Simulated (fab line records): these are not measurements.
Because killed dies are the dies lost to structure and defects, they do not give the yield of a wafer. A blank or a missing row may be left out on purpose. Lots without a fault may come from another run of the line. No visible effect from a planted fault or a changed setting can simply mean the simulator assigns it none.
fab line records / flow n5Finfet
[record] lots = 6 wafers = 18 lastDay = 18
route steps=1938 shown HKMG_FIN@415 BEOL_M4@1111 PASSIVATION@1936
lots that met no fault: taken from a fault-free run of the same line
startH: the number of hours between the record's first day and the start of the first shown wafer of the lot / waitH: hours elapsed since this lot's preceding step / " identical to the entry in the row above / L1.1+2: a row that stands for several wafers / - no value present, or no start provided / * or withheld: withheld / < > ~ a bound
route shown NAME@n: a module of which the file shows steps, and the number in the route of the first / usual: mean and standard deviation over wafers with no fault / same: alike in all rows / chamber/n: place in a boat / sites: per-site readings / _std_site: the standard deviation of these / _edge_site: mean of outer sites minus mean of inner sites / radiusMm: how far each site lies from the wafer's centre / mask NAME#n: copy n / behind: the tool/chamber that last shaped the wafer / hold: what put the lot on hold/how long, in hours/how the hold closed / device: transistor that didn't switch, given as n, p or np / end of line: tests run on the same wafers once the route is complete / where a step has no rows: the recipe by itself / killed: dies lost to structure and defects at the first sort, not the wafer's yield / map: the dies of a wafer, with x for killed, . for not killed, _ for no die there
set.NAME: the setting that was run; set.NAME@STEP: the one run at that earlier step / model.NAME: the simulator's own value behind a step, which no gauge read
lots seen at some steps along the route; tables by step, rows by wafer
services: from which hour (startH, from the record's first day; less than 0 if before it) a tool's chamber was out of use, for how many hours, and why
[[steps]]
[step N5_HKMG_FIN_PRECLEAN_64]
[recipe] chemistry = dHF timeS = 30 tempC = 25 dilution = withheld
[step N5_HKMG_FIN_WET_ETCH_65]
[recipe] chemistry = TMAH tempC = 70 concWtPct = 5 target = a-Si stopOn = TiN timeS = 49 targetDepthNm = 3
[step N5_HKMG_FIN_WET_ETCH_81]
[recipe] chemistry = SC1 target = TiN stopOn = HfO2 mix = 1:1:5 tempC = 60 timeS = 57 targetDepthNm = 6
[step N5_HKMG_FIN_WET_ETCH_82]
[recipe] chemistry = dHCl mix = 1:10000 tempC = 25 target = La2O3 stopOn = HfO2 targetDepthNm = 2 dry = ipaMarangoni rinseTimeS = 30 rinseTempC = 23
[step N5_HKMG_FIN_ALD_36]
[recipe] material = TiN targetThkA = 10 tempC = 400 aldPrecursorFamily = TiCl4 aldCoReactant = NH3 pulseTimeS = 1 purgeTimeS = 3 coReactantPurgeTimeS = 2 coReactantPulseTimeS = 2 aldCycles = 47 pressureTorr = 3
[usual] heaterPowerW = 908/100 precursorPulseHeightRel = 1.004/0.018
lot.wafer=L965.1 tool=aldMetal-02 chamber=0 startH=83.56 waitH=0.0 heaterPowerW=892 precursorPulseHeightRel=0.994
lot.wafer=L965.5 tool=aldMetal-02 chamber=1 startH=83.56 waitH=0.0 heaterPowerW=1033 precursorPulseHeightRel=1.029
lot.wafer=L965.6 tool=aldMetal-02 chamber=2 startH=83.56 waitH=0.0 heaterPowerW=1076 precursorPulseHeightRel=1.006
lot.wafer=L975.1 tool=aldMetal-01 chamber=2 startH=140.12 waitH=0.0 heaterPowerW=975 precursorPulseHeightRel=0.979
lot.wafer=L975.4 tool=aldMetal-01 chamber=0 startH=140.12 waitH=0.0 heaterPowerW=768 precursorPulseHeightRel=1.019
lot.wafer=L975.5 tool=aldMetal-01 chamber=2 startH=140.12 waitH=0.0 heaterPowerW=945 precursorPulseHeightRel=0.990
lot.wafer=L977.1 tool=aldMetal-02 chamber=0 startH=152.91 waitH=0.0 heaterPowerW=912 precursorPulseHeightRel=0.981
lot.wafer=L977.4 tool=aldMetal-02 chamber=1 startH=152.91 waitH=0.0 heaterPowerW=993 precursorPulseHeightRel=1.011
lot.wafer=L977.6 tool=aldMetal-02 chamber=1 startH=152.91 waitH=0.0 heaterPowerW=1019 precursorPulseHeightRel=1.013
lot.wafer=L978.1 tool=aldMetal-02 chamber=3 startH=159.11 waitH=0.0 heaterPowerW=911 precursorPulseHeightRel=1.027
lot.wafer=L978.3 tool=aldMetal-02 chamber=1 startH=159.11 waitH=0.0 heaterPowerW=1033 precursorPulseHeightRel=0.994
lot.wafer=L978.6 tool=aldMetal-02 chamber=0 startH=159.11 waitH=0.0 heaterPowerW=915 precursorPulseHeightRel=0.997
lot.wafer=L979.1 tool=aldMetal-02 chamber=2 startH=166.96 waitH=0.0 heaterPowerW=1121 precursorPulseHeightRel=0.999
lot.wafer=L979.3 tool=aldMetal-02 chamber=3 startH=166.96 waitH=0.0 heaterPowerW=902 precursorPulseHeightRel=1.036
lot.wafer=L979.6 tool=aldMetal-02 chamber=2 startH=166.96 waitH=0.0 heaterPowerW=1068 precursorPulseHeightRel=1.030
lot.wafer=L981.2 tool=aldMetal-01 chamber=0 startH=197.10 waitH=0.0 heaterPowerW=759 precursorPulseHeightRel=1.019
lot.wafer=L981.3 tool=aldMetal-01 chamber=3 startH=197.10 waitH=0.0 heaterPowerW=732 precursorPulseHeightRel=0.988
lot.wafer=L981.5 tool=aldMetal-01 chamber=0 startH=197.10 waitH=0.0 heaterPowerW=757 precursorPulseHeightRel=1.022
[step N5_HKMG_FIN_THK_MEAS_70]
[recipe] thkMeasGauge = xrf reads = HfO2_of_HKMG_FIN_HK_ALD_01
[usual] HK_THK = 1.599/0.021
lot.wafer=L965.1 tool=filmMetro-01 chamber=- startH=83.84 waitH=0.2 HK_THK[nm]=1.597
lot.wafer=L965.5 tool=filmMetro-01 chamber=- startH=83.84 waitH=0.2 HK_THK[nm]=1.592
lot.wafer=L965.6 tool=filmMetro-01 chamber=- startH=83.84 waitH=0.2 HK_THK[nm]=1.581
lot.wafer=L975.1 tool=filmMetro-02 chamber=- startH=140.40 waitH=0.2 HK_THK[nm]=1.659
lot.wafer=L975.4 tool=filmMetro-02 chamber=- startH=140.40 waitH=0.2 HK_THK[nm]=1.621
lot.wafer=L975.5 tool=filmMetro-02 chamber=- startH=140.40 waitH=0.2 HK_THK[nm]=1.606
lot.wafer=L977.1 tool=filmMetro-01 chamber=- startH=153.19 waitH=0.2 HK_THK[nm]=1.592
lot.wafer=L977.4 tool=filmMetro-01 chamber=- startH=153.19 waitH=0.2 HK_THK[nm]=1.580
lot.wafer=L977.6 tool=filmMetro-01 chamber=- startH=153.19 waitH=0.2 HK_THK[nm]=1.587
lot.wafer=L978.1 tool=filmMetro-01 chamber=- startH=159.39 waitH=0.2 HK_THK[nm]=1.599
lot.wafer=L978.3 tool=filmMetro-01 chamber=- startH=159.39 waitH=0.2 HK_THK[nm]=1.598
lot.wafer=L978.6 tool=filmMetro-01 chamber=- startH=159.39 waitH=0.2 HK_THK[nm]=1.596
lot.wafer=L979.1 tool=filmMetro-02 chamber=- startH=167.24 waitH=0.2 HK_THK[nm]=1.591
lot.wafer=L979.3 tool=filmMetro-02 chamber=- startH=167.24 waitH=0.2 HK_THK[nm]=1.619
lot.wafer=L979.6 tool=filmMetro-02 chamber=- startH=167.24 waitH=0.2 HK_THK[nm]=1.638
lot.wafer=L981.2 tool=filmMetro-02 chamber=- startH=197.38 waitH=0.2 HK_THK[nm]=1.604
lot.wafer=L981.3 tool=filmMetro-02 chamber=- startH=197.38 waitH=0.2 HK_THK[nm]=1.620
lot.wafer=L981.5 tool=filmMetro-02 chamber=- startH=197.38 waitH=0.2 HK_THK[nm]=1.635
[step N5_HKMG_FIN_PWFM_ALD_03]
[recipe] material = TiN targetThkA = 20 tempC = 400 aldPrecursorFamily = TiCl4 aldCoReactant = NH3 pulseTimeS = 1 purgeTimeS = 3 coReactantPurgeTimeS = 2 coReactantPulseTimeS = 2 aldCycles = 91 pressureTorr = 3
[usual] heaterPowerW = 915/110 precursorPulseHeightRel = 0.998/0.019
lot.wafer=L965.1 tool=aldMetal-04 chamber=2 startH=83.88 waitH=0.0 heaterPowerW=800 precursorPulseHeightRel=1.013
lot.wafer=L965.5 tool=aldMetal-04 chamber=1 startH=83.88 waitH=0.0 heaterPowerW=925 precursorPulseHeightRel=0.996
lot.wafer=L965.6 tool=aldMetal-04 chamber=0 startH=83.88 waitH=0.0 heaterPowerW=793 precursorPulseHeightRel=0.996
lot.wafer=L975.1 tool=aldMetal-02 chamber=0 startH=140.43 waitH=0.0 heaterPowerW=922 precursorPulseHeightRel=0.976
lot.wafer=L975.4 tool=aldMetal-02 chamber=3 startH=140.43 waitH=0.0 heaterPowerW=912 precursorPulseHeightRel=0.989
lot.wafer=L975.5 tool=aldMetal-02 chamber=1 startH=140.43 waitH=0.0 heaterPowerW=1057 precursorPulseHeightRel=0.961
lot.wafer=L977.1 tool=aldMetal-01 chamber=0 startH=153.23 waitH=0.0 heaterPowerW=772 precursorPulseHeightRel=0.997
lot.wafer=L977.4 tool=aldMetal-01 chamber=3 startH=153.23 waitH=0.0 heaterPowerW=740 precursorPulseHeightRel=1.006
lot.wafer=L977.6 tool=aldMetal-01 chamber=3 startH=153.23 waitH=0.0 heaterPowerW=733 precursorPulseHeightRel=1.004
lot.wafer=L978.1 tool=aldMetal-01 chamber=2 startH=159.43 waitH=0.0 heaterPowerW=934 precursorPulseHeightRel=0.984
lot.wafer=L978.3 tool=aldMetal-01 chamber=1 startH=159.43 waitH=0.0 heaterPowerW=894 precursorPulseHeightRel=0.973
lot.wafer=L978.6 tool=aldMetal-01 chamber=1 startH=159.43 waitH=0.0 heaterPowerW=920 precursorPulseHeightRel=1.014
lot.wafer=L979.1 tool=aldMetal-01 chamber=2 startH=167.28 waitH=0.0 heaterPowerW=980 precursorPulseHeightRel=0.971
lot.wafer=L979.3 tool=aldMetal-01 chamber=3 startH=167.28 waitH=0.0 heaterPowerW=756 precursorPulseHeightRel=0.977
lot.wafer=L979.6 tool=aldMetal-01 chamber=1 startH=167.28 waitH=0.0 heaterPowerW=916 precursorPulseHeightRel=1.001
lot.wafer=L981.2 tool=aldMetal-02 chamber=2 startH=197.42 waitH=0.0 heaterPowerW=1085 precursorPulseHeightRel=0.973
lot.wafer=L981.3 tool=aldMetal-02 chamber=0 startH=197.42 waitH=0.0 heaterPowerW=893 precursorPulseHeightRel=0.996
lot.wafer=L981.5 tool=aldMetal-02 chamber=1 startH=197.42 waitH=0.0 heaterPowerW=1010 precursorPulseHeightRel=1.016
[step N5_HKMG_FIN_COAT_29]
[recipe] resist = SOC tempC = 250 timeS = 60 spinRpm = 1500 resistThkNm = 300
[step N5_HKMG_FIN_COAT_30]
[recipe] resist = SiARC tempC = 220 timeS = 60 spinRpm = 1500 resistThkNm = 35
[step N5_HKMG_FIN_COAT_06]
[recipe] resist = CAR-ArF spinRpm = 1500 resistThkNm = 90
[step N5_HKMG_FIN_EBR_08]
[recipe] solvent = PGMEA ebrWidthMm = 1.5
[step N5_HKMG_FIN_SOFTBAKE_07]
[recipe] tempC = 110 timeS = 60 resist = CAR-ArF
[step N5_HKMG_FIN_EXPOSE_09]
[recipe] maskId = NWFM na = 1.35 sourceShape = conventional sigmaOuter = 0.8 polarization = unpolarized doseMj = 39.25
[usual] exposureDoseMJCm2 = 39.23/0.038 focusOffsetNm = -0.1/0.56
lot.wafer=L965.1 tool=arfiScanner-02 chamber=0 startH=84.59 waitH=- mask=NWFM#0 exposureDoseMJCm2=39.24 focusOffsetNm=0.3
lot.wafer=L965.5 tool=arfiScanner-02 chamber=0 startH=84.59 waitH=- mask=NWFM#0 exposureDoseMJCm2=39.17 focusOffsetNm=-0.2
lot.wafer=L965.6 tool=arfiScanner-02 chamber=0 startH=84.59 waitH=- mask=NWFM#0 exposureDoseMJCm2=39.24 focusOffsetNm=-0.4
lot.wafer=L975.1 tool=arfiScanner-02 chamber=0 startH=141.15 waitH=- mask=NWFM#0 exposureDoseMJCm2=34.53 focusOffsetNm=0.3
lot.wafer=L975.4 tool=arfiScanner-02 chamber=0 startH=141.15 waitH=- mask=NWFM#0 exposureDoseMJCm2=34.47 focusOffsetNm=-0.5
lot.wafer=L975.5 tool=arfiScanner-02 chamber=0 startH=141.15 waitH=- mask=NWFM#0 exposureDoseMJCm2=34.48 focusOffsetNm=0.1
lot.wafer=L977.1 tool=arfiScanner-02 chamber=0 startH=153.94 waitH=- mask=NWFM#0 exposureDoseMJCm2=35.39 focusOffsetNm=0.2
lot.wafer=L977.4 tool=arfiScanner-02 chamber=0 startH=153.94 waitH=- mask=NWFM#0 exposureDoseMJCm2=35.44 focusOffsetNm=-0.7
lot.wafer=L977.6 tool=arfiScanner-02 chamber=0 startH=153.94 waitH=- mask=NWFM#0 exposureDoseMJCm2=35.41 focusOffsetNm=0.0
lot.wafer=L978.1 tool=arfiScanner-03 chamber=0 startH=160.14 waitH=- mask=NWFM#0 exposureDoseMJCm2=39.25 focusOffsetNm=0.2
lot.wafer=L978.3 tool=arfiScanner-03 chamber=0 startH=160.14 waitH=- mask=NWFM#0 exposureDoseMJCm2=39.19 focusOffsetNm=-0.4
lot.wafer=L978.6 tool=arfiScanner-03 chamber=0 startH=160.14 waitH=- mask=NWFM#0 exposureDoseMJCm2=39.24 focusOffsetNm=0.3
lot.wafer=L979.1 tool=arfiScanner-03 chamber=0 startH=167.87 waitH=- mask=NWFM#0 exposureDoseMJCm2=39.25 focusOffsetNm=0.3
lot.wafer=L979.3 tool=arfiScanner-03 chamber=0 startH=167.87 waitH=- mask=NWFM#0 exposureDoseMJCm2=39.31 focusOffsetNm=-0.6
lot.wafer=L979.6 tool=arfiScanner-03 chamber=0 startH=167.87 waitH=- mask=NWFM#0 exposureDoseMJCm2=39.27 focusOffsetNm=-0.1
lot.wafer=L981.2 tool=arfiScanner-03 chamber=0 startH=198.01 waitH=- mask=NWFM#0 exposureDoseMJCm2=39.23 focusOffsetNm=0.5
lot.wafer=L981.3 tool=arfiScanner-03 chamber=0 startH=198.01 waitH=- mask=NWFM#0 exposureDoseMJCm2=39.20 focusOffsetNm=0.0
lot.wafer=L981.5 tool=arfiScanner-03 chamber=0 startH=198.01 waitH=- mask=NWFM#0 exposureDoseMJCm2=39.19 focusOffsetNm=0.3
[step N5_HKMG_FIN_PEB_10]
[recipe] pebTempC = withheld pebTimeS = 60 resist = CAR-ArF
[step N5_HKMG_FIN_DEVELOP_11]
[recipe] developTimeS = 30 developer = TMAH resist = CAR-ArF devTempC = 23 rinseLiquid = diw dry = airSpin
[step N5_HKMG_FIN_CD_MEAS_12]
[recipe] targetCdNm = 92.8 landingEnergyEv = 500 detector = seInlens
[usual] cdNm = 92.8/0.47
lot.wafer=L965.1 tool=cdSem-02 chamber=0 startH=84.71 waitH=- cdNm=93.1
lot.wafer=L965.5 tool=cdSem-02 chamber=0 startH=84.71 waitH=- cdNm=92.4
lot.wafer=L965.6 tool=cdSem-02 chamber=0 startH=84.71 waitH=- cdNm=92.6
lot.wafer=L975.1 tool=cdSem-02 chamber=0 startH=141.27 waitH=- cdNm=84.6
lot.wafer=L975.4 tool=cdSem-02 chamber=0 startH=141.27 waitH=- cdNm=85.1
lot.wafer=L975.5 tool=cdSem-02 chamber=0 startH=141.27 waitH=- cdNm=85.1
lot.wafer=L977.1 tool=cdSem-01 chamber=0 startH=154.06 waitH=- cdNm=86.5
lot.wafer=L977.4 tool=cdSem-01 chamber=0 startH=154.06 waitH=- cdNm=86.8
lot.wafer=L977.6 tool=cdSem-01 chamber=0 startH=154.06 waitH=- cdNm=87.1
lot.wafer=L978.1 tool=cdSem-01 chamber=0 startH=160.27 waitH=- cdNm=93.1
lot.wafer=L978.3 tool=cdSem-01 chamber=0 startH=160.27 waitH=- cdNm=92.8
lot.wafer=L978.6 tool=cdSem-01 chamber=0 startH=160.27 waitH=- cdNm=92.9
lot.wafer=L979.1 tool=cdSem-02 chamber=0 startH=167.99 waitH=- cdNm=92.6
lot.wafer=L979.3 tool=cdSem-02 chamber=0 startH=167.99 waitH=- cdNm=93.2
lot.wafer=L979.6 tool=cdSem-02 chamber=0 startH=167.99 waitH=- cdNm=93.5
lot.wafer=L981.2 tool=cdSem-03 chamber=0 startH=198.13 waitH=- cdNm=92.7
lot.wafer=L981.3 tool=cdSem-03 chamber=0 startH=198.13 waitH=- cdNm=92.6
lot.wafer=L981.5 tool=cdSem-03 chamber=0 startH=198.13 waitH=- cdNm=92.5
[step N5_HKMG_FIN_OVL_MEAS_13]
[recipe] pointsPerWafer = 44
[usual] NWFM_OVL = 0.0/0.83
lot.wafer=L965.1 tool=overlay-02 chamber=0 startH=84.74 waitH=0.0 NWFM_OVL[nm]=-0.4
lot.wafer=L965.5 tool=overlay-02 chamber=0 startH=84.74 waitH=0.0 NWFM_OVL[nm]=-0.2
lot.wafer=L965.6 tool=overlay-02 chamber=0 startH=84.74 waitH=0.0 NWFM_OVL[nm]=1.1
lot.wafer=L975.1 tool=overlay-01 chamber=0 startH=141.30 waitH=0.0 NWFM_OVL[nm]=-0.3
lot.wafer=L975.4 tool=overlay-01 chamber=0 startH=141.30 waitH=0.0 NWFM_OVL[nm]=1.2
lot.wafer=L975.5 tool=overlay-01 chamber=0 startH=141.30 waitH=0.0 NWFM_OVL[nm]=-0.6
lot.wafer=L977.1 tool=overlay-01 chamber=0 startH=154.09 waitH=0.0 NWFM_OVL[nm]=1.3
lot.wafer=L977.4 tool=overlay-01 chamber=0 startH=154.09 waitH=0.0 NWFM_OVL[nm]=1.1
lot.wafer=L977.6 tool=overlay-01 chamber=0 startH=154.09 waitH=0.0 NWFM_OVL[nm]=1.0
lot.wafer=L978.1 tool=overlay-02 chamber=0 startH=160.30 waitH=0.0 NWFM_OVL[nm]=-0.4
lot.wafer=L978.3 tool=overlay-02 chamber=0 startH=160.30 waitH=0.0 NWFM_OVL[nm]=-0.3
lot.wafer=L978.6 tool=overlay-02 chamber=0 startH=160.30 waitH=0.0 NWFM_OVL[nm]=0.4
lot.wafer=L979.1 tool=overlay-02 chamber=0 startH=168.02 waitH=0.0 NWFM_OVL[nm]=1.1
lot.wafer=L979.3 tool=overlay-02 chamber=0 startH=168.02 waitH=0.0 NWFM_OVL[nm]=1.1
lot.wafer=L979.6 tool=overlay-02 chamber=0 startH=168.02 waitH=0.0 NWFM_OVL[nm]=1.1
lot.wafer=L981.2 tool=overlay-01 chamber=0 startH=198.16 waitH=0.0 NWFM_OVL[nm]=-0.5
lot.wafer=L981.3 tool=overlay-01 chamber=0 startH=198.16 waitH=0.0 NWFM_OVL[nm]=-0.2
lot.wafer=L981.5 tool=overlay-01 chamber=0 startH=198.16 waitH=0.0 NWFM_OVL[nm]=-1.0
[step N5_BEOL_M4_RC_MEAS_101]
[usual] DIBL_N = 36.5/1.2 DIBL_P = 36.5/1.6 IOFF_N = 0.162/0.023 IOFF_P = 0.221/0.03 ION_N = 678/8 ION_P = 466/6.3 SS_N = 71.6/0.46 SS_P = 73.3/0.57 VT_N = 249.2/2.6 VT_P = -249/3.3
lot.wafer=L965.1 tool=prober-02 chamber=0 startH=227.63 waitH=0.0 DIBL_N[mV/V]=37.2 DIBL_P[mV/V]=38.0 IOFF_N[nA/um]=0.155 IOFF_P[nA/um]=0.247 ION_N[uA/um]=671 ION_P[uA/um]=471 SS_N[mV/dec]=71.4 SS_P[mV/dec]=74.2 VT_N[mV]=250.6 VT_P[mV]=-246
lot.wafer=L965.5 tool=prober-02 chamber=0 startH=227.63 waitH=0.0 DIBL_N[mV/V]=37.4 DIBL_P[mV/V]=38.4 IOFF_N[nA/um]=0.161 IOFF_P[nA/um]=0.252 ION_N[uA/um]=672 ION_P[uA/um]=468 SS_N[mV/dec]=71.6 SS_P[mV/dec]=73.5 VT_N[mV]=248.8 VT_P[mV]=-245
lot.wafer=L965.6 tool=prober-02 chamber=0 startH=227.63 waitH=0.0 DIBL_N[mV/V]=34.5 DIBL_P[mV/V]=35.0 IOFF_N[nA/um]=0.117 IOFF_P[nA/um]=0.188 ION_N[uA/um]=664 ION_P[uA/um]=465 SS_N[mV/dec]=71.2 SS_P[mV/dec]=72.6 VT_N[mV]=255.5 VT_P[mV]=-251
lot.wafer=L975.1 tool=prober-02 chamber=0 startH=287.61 waitH=0.0 DIBL_N[mV/V]=37.1 DIBL_P[mV/V]=37.3 IOFF_N[nA/um]=0.189 IOFF_P[nA/um]=0.216 ION_N[uA/um]=674 ION_P[uA/um]=457 SS_N[mV/dec]=72.2 SS_P[mV/dec]=74.2 VT_N[mV]=248.0 VT_P[mV]=-252
lot.wafer=L975.4 tool=prober-02 chamber=0 startH=287.61 waitH=0.0 DIBL_N[mV/V]=37.2 DIBL_P[mV/V]=37.1 IOFF_N[nA/um]=0.190 IOFF_P[nA/um]=0.208 ION_N[uA/um]=685 ION_P[uA/um]=462 SS_N[mV/dec]=71.8 SS_P[mV/dec]=73.6 VT_N[mV]=248.4 VT_P[mV]=-254
lot.wafer=L975.5 tool=prober-02 chamber=0 startH=287.61 waitH=0.0 DIBL_N[mV/V]=36.5 DIBL_P[mV/V]=36.4 IOFF_N[nA/um]=0.179 IOFF_P[nA/um]=0.199 ION_N[uA/um]=675 ION_P[uA/um]=457 SS_N[mV/dec]=72.6 SS_P[mV/dec]=74.2 VT_N[mV]=248.9 VT_P[mV]=-252
lot.wafer=L977.1 tool=prober-01 chamber=0 startH=290.47 waitH=0.0 DIBL_N[mV/V]=36.9 DIBL_P[mV/V]=37.2 IOFF_N[nA/um]=0.184 IOFF_P[nA/um]=0.238 ION_N[uA/um]=687 ION_P[uA/um]=470 SS_N[mV/dec]=71.5 SS_P[mV/dec]=73.6 VT_N[mV]=249.1 VT_P[mV]=-247
lot.wafer=L977.4 tool=prober-01 chamber=0 startH=290.47 waitH=0.0 DIBL_N[mV/V]=38.4 DIBL_P[mV/V]=38.9 IOFF_N[nA/um]=0.201 IOFF_P[nA/um]=0.269 ION_N[uA/um]=687 ION_P[uA/um]=472 SS_N[mV/dec]=71.7 SS_P[mV/dec]=74.0 VT_N[mV]=246.3 VT_P[mV]=-245
lot.wafer=L977.6 tool=prober-01 chamber=0 startH=290.47 waitH=0.0 DIBL_N[mV/V]=37.4 DIBL_P[mV/V]=38.2 IOFF_N[nA/um]=0.184 IOFF_P[nA/um]=0.259 ION_N[uA/um]=684 ION_P[uA/um]=472 SS_N[mV/dec]=72.3 SS_P[mV/dec]=74.2 VT_N[mV]=250.2 VT_P[mV]=-246
lot.wafer=L978.1 tool=prober-02 chamber=0 startH=290.96 waitH=0.2 DIBL_N[mV/V]=35.6 DIBL_P[mV/V]=35.1 IOFF_N[nA/um]=0.150 IOFF_P[nA/um]=0.209 ION_N[uA/um]=672 ION_P[uA/um]=462 SS_N[mV/dec]=72.1 SS_P[mV/dec]=73.4 VT_N[mV]=247.5 VT_P[mV]=-250
lot.wafer=L978.3 tool=prober-02 chamber=0 startH=290.96 waitH=0.2 DIBL_N[mV/V]=35.9 DIBL_P[mV/V]=36.2 IOFF_N[nA/um]=0.153 IOFF_P[nA/um]=0.231 ION_N[uA/um]=677 ION_P[uA/um]=468 SS_N[mV/dec]=71.6 SS_P[mV/dec]=73.4 VT_N[mV]=248.8 VT_P[mV]=-248
lot.wafer=L978.6 tool=prober-02 chamber=0 startH=290.96 waitH=0.2 DIBL_N[mV/V]=35.7 DIBL_P[mV/V]=36.0 IOFF_N[nA/um]=0.147 IOFF_P[nA/um]=0.218 ION_N[uA/um]=673 ION_P[uA/um]=466 SS_N[mV/dec]=71.4 SS_P[mV/dec]=72.4 VT_N[mV]=252.4 VT_P[mV]=-247
lot.wafer=L979.1 tool=prober-02 chamber=0 startH=312.30 waitH=0.0 DIBL_N[mV/V]=36.4 DIBL_P[mV/V]=36.1 IOFF_N[nA/um]=0.158 IOFF_P[nA/um]=0.201 ION_N[uA/um]=679 ION_P[uA/um]=463 SS_N[mV/dec]=71.0 SS_P[mV/dec]=72.4 VT_N[mV]=250.3 VT_P[mV]=-251
lot.wafer=L979.3 tool=prober-02 chamber=0 startH=312.30 waitH=0.0 DIBL_N[mV/V]=36.2 DIBL_P[mV/V]=35.2 IOFF_N[nA/um]=0.147 IOFF_P[nA/um]=0.186 ION_N[uA/um]=672 ION_P[uA/um]=454 SS_N[mV/dec]=71.3 SS_P[mV/dec]=73.0 VT_N[mV]=252.0 VT_P[mV]=-253
lot.wafer=L979.6 tool=prober-02 chamber=0 startH=312.30 waitH=0.0 DIBL_N[mV/V]=36.1 DIBL_P[mV/V]=35.6 IOFF_N[nA/um]=0.155 IOFF_P[nA/um]=0.191 ION_N[uA/um]=670 ION_P[uA/um]=461 SS_N[mV/dec]=71.5 SS_P[mV/dec]=72.4 VT_N[mV]=247.4 VT_P[mV]=-252
lot.wafer=L981.2 tool=prober-01 chamber=0 startH=325.84 waitH=0.2 DIBL_N[mV/V]=35.2 DIBL_P[mV/V]=35.3 IOFF_N[nA/um]=0.146 IOFF_P[nA/um]=0.186 ION_N[uA/um]=676 ION_P[uA/um]=460 SS_N[mV/dec]=71.1 SS_P[mV/dec]=72.7 VT_N[mV]=249.7 VT_P[mV]=-253
lot.wafer=L981.3 tool=prober-01 chamber=0 startH=325.84 waitH=0.2 DIBL_N[mV/V]=35.0 DIBL_P[mV/V]=34.9 IOFF_N[nA/um]=0.140 IOFF_P[nA/um]=0.182 ION_N[uA/um]=686 ION_P[uA/um]=462 SS_N[mV/dec]=71.2 SS_P[mV/dec]=72.3 VT_N[mV]=250.2 VT_P[mV]=-253
lot.wafer=L981.5 tool=prober-01 chamber=0 startH=325.84 waitH=0.2 DIBL_N[mV/V]=37.0 DIBL_P[mV/V]=37.6 IOFF_N[nA/um]=0.172 IOFF_P[nA/um]=0.231 ION_N[uA/um]=681 ION_P[uA/um]=468 SS_N[mV/dec]=71.4 SS_P[mV/dec]=73.8 VT_N[mV]=246.7 VT_P[mV]=-250
[step N5_PASSIVATION_PROBE_49]
[usual] defectLimitedYield = 91.2/1.3 killed_at_M0_to_M3 = 34/9.2 killed_at_M4_up = 14/5 killedAtContacts = 13/6.7 killedAtFrontEnd = 39/12 killedAtOther = 4/3.3 killedDies = 104/15 killedOpen = 68/12 killedShort = 34/7.5 sort_bin_5_function = 5.2/0.87 sort_bin_6_memory = 3.3/0.63 sortNPass = 1076/15 sortYieldPct = 91.2/1.3
[same] grossDies = 1180 killedAtBackSide = 0 sort_bin_4_leakage[%] = 0 sort_bin_8_speed[%] = 0
lot.wafer=L975.1 tool=prober-02 chamber=- startH=385.14 waitH=0.0 defectLimitedYield[%]=89.9 killed_at_M0_to_M3=37 killed_at_M4_up=20 killedAtContacts=7 killedAtFrontEnd=54 killedAtOther=1 killedDies=119 killedOpen=86 killedShort=29 sort_bin_5_function[%]=5.6 sort_bin_6_memory[%]=4.1 sortNPass=1061 sortYieldPct[%]=89.9
lot.wafer=L975.5 tool=prober-02 chamber=- startH=385.34 waitH=0.2 defectLimitedYield[%]=92.3 killed_at_M0_to_M3=44 killed_at_M4_up=10 killedAtContacts=6 killedAtFrontEnd=27 killedAtOther=4 killedDies=91 killedOpen=52 killedShort=32 sort_bin_5_function[%]=4.2 sort_bin_6_memory[%]=3.3 sortNPass=1089 sortYieldPct[%]=92.3
lot.wafer=L977.1 tool=prober-02 chamber=- startH=397.02 waitH=0.0 defectLimitedYield[%]=88.8 killed_at_M0_to_M3=34 killed_at_M4_up=20 killedAtContacts=22 killedAtFrontEnd=54 killedAtOther=2 killedDies=132 killedOpen=93 killedShort=36 sort_bin_5_function[%]=6.9 sort_bin_6_memory[%]=4.2 sortNPass=1048 sortYieldPct[%]=88.8
// killed by level:class
L975.1 FIN_SAQP:geometricParticle:open=19 BEOL_M4:geometricParticle:open=12 BEOL_M2:geometricParticle:open=8 MOL_CONTACT_COAG:geometricParticle:open=6 BEOL_M3:geometricParticle:open=6 STI_FIN_REVEAL:geometricParticle:open=5 GATE_CUT:geometricParticle:short=5 BEOL_M1:geometricParticle:open=5
L975.5 BEOL_M0_SAQP:geometricParticle:short=12 BEOL_M3:geometricParticle:open=9 BEOL_M1:geometricParticle:open=7 BEOL_M4:geometricParticle:open=6 GATE_CUT:geometricParticle:short=5 MOL_CONTACT_COAG:geometricParticle:open=5 BEOL_M0_SAQP:geometricParticle:open=5 FIN_SAQP:geometricParticle:open=4
L977.1 STI_FIN_REVEAL:geometricParticle:open=20 MOL_CONTACT_COAG:geometricParticle:open=20 FIN_SAQP:geometricParticle:short=10 BEOL_M1:geometricParticle:open=8 BEOL_M0_SAQP:geometricParticle:short=6 BEOL_M0_SAQP:geometricParticle:open=6 DUMMY_GATE:geometricParticle:open=5 BEOL_M3:geometricParticle:open=5
[[services]]
tool=arfiScanner-03 chamber=- startH=73.29 hours=0.5 kind=repair
tool=arfiScanner-03 chamber=- startH=77.58 hours=1.3 kind=repair
tool=arfiScanner-03 chamber=- startH=86.27 hours=1.5 kind=pm
tool=arfiScanner-03 chamber=- startH=102.58 hours=1.0 kind=pm
tool=arfiScanner-02 chamber=- startH=104.19 hours=4.4 kind=repair
tool=arfiScanner-03 chamber=0 startH=106.83 hours=- kind=calibration
tool=arfiScanner-02 chamber=- startH=129.28 hours=3.1 kind=pm
tool=arfiScanner-03 chamber=- startH=132.48 hours=1.0 kind=pm
tool=arfiScanner-02 chamber=- startH=133.32 hours=1.0 kind=pm
tool=arfiScanner-03 chamber=- startH=134.82 hours=0.2 kind=repair
tool=arfiScanner-03 chamber=- startH=144.88 hours=0.8 kind=pm
tool=arfiScanner-03 chamber=- startH=155.05 hours=1.2 kind=repair
tool=aldMetal-01 chamber=- startH=161.02 hours=0.6 kind=repair
tool=arfiScanner-02 chamber=- startH=168.79 hours=3.6 kind=repair
tool=arfiScanner-03 chamber=- startH=170.14 hours=1.3 kind=pm
tool=aldMetal-02 chamber=- startH=170.32 hours=2.8 kind=pm
tool=arfiScanner-02 chamber=- startH=178.80 hours=0.8 kind=pm
[[key]]
[firstSign] step = N5_HKMG_FIN_EXPOSE_09 reading = exposureDoseMJCm2 direction = down sigmas = 99+ usual = 39.23 struck = 34.95
[effect] step = N5_HKMG_FIN_CD_MEAS_12 reading = cdNm direction = down sigmas = 15 usual = 92.8 struck = 85.9 through = controlLoop
metAt N5_HKMG_FIN_EXPOSE_09
struckWafers L975.1,L975.4,L975.5,L977.1,L977.4,L977.6
[loopTrim] step = N5_HKMG_FIN_EXPOSE_09 setting = dose lots = L977
onsetBetween 84.59 141.15
[fault] kind = processParameterDrift tool = arfiScanner-02 chamber = - onsetH = 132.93 steps = N5_HKMG_FIN_EXPOSE_09 channel = doseMj offset = -4.7316 shape = step actsIn = theseRecipesOnly stated = 39.25
// loopTrim: a control loop set the setting to another value than it would have without faults
